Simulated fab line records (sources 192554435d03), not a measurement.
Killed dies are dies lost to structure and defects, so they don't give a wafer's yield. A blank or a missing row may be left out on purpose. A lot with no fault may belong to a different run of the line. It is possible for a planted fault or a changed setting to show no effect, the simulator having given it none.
Chamber matching | flow n5 finfet | N5_BEOL_M1_ILD_DEP_00 on pecvd-04 has 3 sister chambers
The step deposits SiOC from DEMS/O2, target thk 79 nm, time 15.3 s. 14 wafers are shown with their chamber, then 7 later ones without.

WAFERS, EACH WITH ITS CHAMBER
wafer  | chamber | throttle valve pct (%) | showerhead plenum p Torr (Torr) | heater power w (W)
L383.1 | 1       | 13.5                   | 5.709                           | 669
L383.2 | 2       | 12.3                   | 5.711                           | 508
L383.3 | 0       | 12.0                   | 5.680                           | 623
L386.1 | 0       | 12.3                   | 5.675                           | 543
L386.3 | 1       | 13.5                   | 5.709                           | 585
L386.6 | 1       | 13.2                   | 5.702                           | 582
L385.2 | 2       | 11.9                   | 5.709                           | 435
L385.3 | 1       | 13.4                   | 5.714                           | 619
L385.5 | 0       | 12.2                   | 5.673                           | 613
L387.3 | 2       | 11.9                   | 5.732                           | 428
L387.4 | 0       | 11.8                   | 5.675                           | 585
L387.5 | 2       | 11.7                   | 5.713                           | 434
L388.2 | 2       | 11.9                   | 5.728                           | 465
L388.5 | 0       | 12.0                   | 5.683                           | 607

SIGNATURES (averages over the wafers above)
reading                  | chamber 0 | chamber 1 | chamber 2 | scatter within a chamber
throttle valve pct       | 12.060    | 13.400    | 11.940    | 0.192
showerhead plenum p Torr | 5.67720   | 5.70850   | 5.71860   | 0.00733
heater power w           | 594.20    | 613.75    | 454.00    | 35
Rule: for a wafer and a chamber, the distance is found by dividing, reading by reading, the gap between the wafer's reading and the chamber's mean by the reading's scatter, squaring, summing and taking the root. The wafer belongs to the nearest chamber; if the next one is less than 2 further off, it can't be placed. The scatter is the square root of a quotient: the sum, over the shown wafers, of each reading's squared deviation from its chamber's mean, divided by wafers minus chambers.

WAFERS WITHOUT THEIR CHAMBER
wafer  | throttle valve pct (%) | showerhead plenum p Torr (Torr) | heater power w (W)
L388.6 | 13.4                   | 5.710                           | 640
L390.2 | 12.1                   | 5.671                           | 611
L390.5 | 12.0                   | 5.726                           | 500
L390.6 | 12.2                   | 5.673                           | 611
L403.2 | 12.1                   | 5.730                           | 508
L403.3 | 13.2                   | 5.708                           | 650
L403.4 | 12.1                   | 5.707                           | 399

WHICH CHAMBER EACH WENT THROUGH
wafer  | from the rows above | in truth
L388.6 | 1                   | 1
L390.2 | 0                   | 0
L390.5 | 2                   | 2
L390.6 | 0                   | 0
L403.2 | 2                   | 2
L403.3 | 1                   | 1
L403.4 | 2                   | 2
7 of 7 placed correctly. Left unplaced by these rows: 0. Wrongly placed: 0.
